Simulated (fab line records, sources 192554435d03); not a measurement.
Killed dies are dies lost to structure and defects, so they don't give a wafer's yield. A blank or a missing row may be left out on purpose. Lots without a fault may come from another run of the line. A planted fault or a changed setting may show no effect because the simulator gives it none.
A struck lot beside a sound one | flow n5_finfet | 17 steps out of a route of 1938
Sound: wafers L460.3, L460.5, L460.6. Struck: wafers L478.3, L478.4, L478.5. The cause comes at the end.
At each step with rows: each side's tool, then ch and its chambers, then its first start. Under that, the readings that differ: sound wafers | struck wafers | difference of the means | sigmas: that difference in standard deviations of wafers without a fault.
alike: readings whose means differ by less than 2 such deviations, and words and numbers that are the same on both sides. not compared: withheld readings, readings that some wafer has no value for, bounds like >300 that may hide the same value, and numbers for which the record gives no deviation and whose values overlap.
The two part at a step that has a row with sigmas, a row that says differs or no value, or rows on one side only. Numbers that don't overlap but have no deviation are shown without sigmas and don't part them. A reading that every wafer of one side lacks parts them only if that side has two wafers or more.

first, 9 steps without rows for these wafers: N5_BEOL_M1_COAT_05 (resist thk 30 nm); N5_BEOL_M1_EBR_07; N5_BEOL_M1_SOFTBAKE_06 (time 60 s); N5_BEOL_M1_EXPOSE_08 (exposes mask M1); N5_BEOL_M1_PEB_09 (peb time 60 s); N5_BEOL_M1_DEVELOP_10 (develop time 30 s); N5_BEOL_M1_DESCUM_16 (chemistry O2, time 7 s); N5_BEOL_M1_ETCH_74 (etches underlayer in N2/H2, target depth 6.5 nm, time 5.2 s); N5_BEOL_M1_ETCH_63 (etches SiARC in CF4, target depth 15.6 nm, time 26 s).
N5_BEOL_M1_ETCH_64: etches SOC in N2/H2, target depth 75 nm, overetch 15 nm, time 112.5 s.
  sound on rie_diel-02 ch 0,2,3, day 6 15:47; struck on rie_diel-02 ch 1,2,3, day 11 02:08
  reading                                    | sound       | struck      | difference | sigmas
  model.SiARC_of_BEOL_M1_COAT_62.thk_nm (nm) | 6.8 6.8 6.6 | 5.4 5.2 5.6 | -1.3       |
  model.BEOL_M1.cd_offset_nm (nm)            | 0 0 0       | 0.6 0.2 0.6 | +0.5       |
  alike: drypump_motor_current_A, h2_flow_sccm, oes_product_au, rf_fwd_power_W, rf_vpp_V, showerhead_plenum_p_Torr, throttle_valve_pct
  not compared: rf_hours_counter_h
then, 3 steps without rows for these wafers: N5_BEOL_M1_STRIP_65 (strips in N2/H2); N5_BEOL_M1_STRIP_75 (strips in N2/H2); N5_BEOL_M1_STRIP_66 (strips in CF4).
N5_BEOL_M1_HM_OPEN_17: chemistry Cl2/BCl3, target TiN, target depth 20 nm, overetch 6 nm.
  sound on rie_metal-01 ch 0,1, day 6 15:59; struck on rie_metal-02 ch 0,1, day 11 02:20
  reading                         | sound             | struck            | difference | sigmas
  rf_fwd_power_W (W)              | 1002 1001 991     | 987 989 985       | -11        | -3
  model.etch.depth_nm (nm)        | 19.73 20.04 20.26 | 17.47 17.39 17.53 | -2.55      |
  model.BEOL_M1.cd_offset_nm (nm) | 0 0 0.2           | 0.4 0.4 0.6       | +0.4       |
  alike: drypump_motor_current_A, mfc_ar_sccm, oes_product_au, throttle_valve_pct
  not compared: rf_hours_counter_h
then, 1 step without rows for these wafers: N5_BEOL_M1_STRIP_19 (strips in O2).
-- the record jumps here: 3 days lie between the struck wafers' starts before and after (it left off in module BEOL_M1 and takes up again in module BEOL_M4, whose first step shown is number 1111 of the route) --
N5_BEOL_M4_RC_MEAS_101:
  sound on prober-02 ch 0, day 8 05:46; struck on prober-02 ch 0, day 13 14:25
  alike: DIBL_N, DIBL_P, IOFF_N, IOFF_P, ION_N, ION_P, SS_N, SS_P, VT_N, VT_P
then, 1 step without rows for these wafers: N5_PASSIVATION_PROBE_49.

WHERE THEY PART
Only at N5_BEOL_M1_HM_OPEN_17, within this record. Later steps at which nothing parts them and some readings are alike: N5_BEOL_M4_RC_MEAS_101.

WHY: what the simulator had put in
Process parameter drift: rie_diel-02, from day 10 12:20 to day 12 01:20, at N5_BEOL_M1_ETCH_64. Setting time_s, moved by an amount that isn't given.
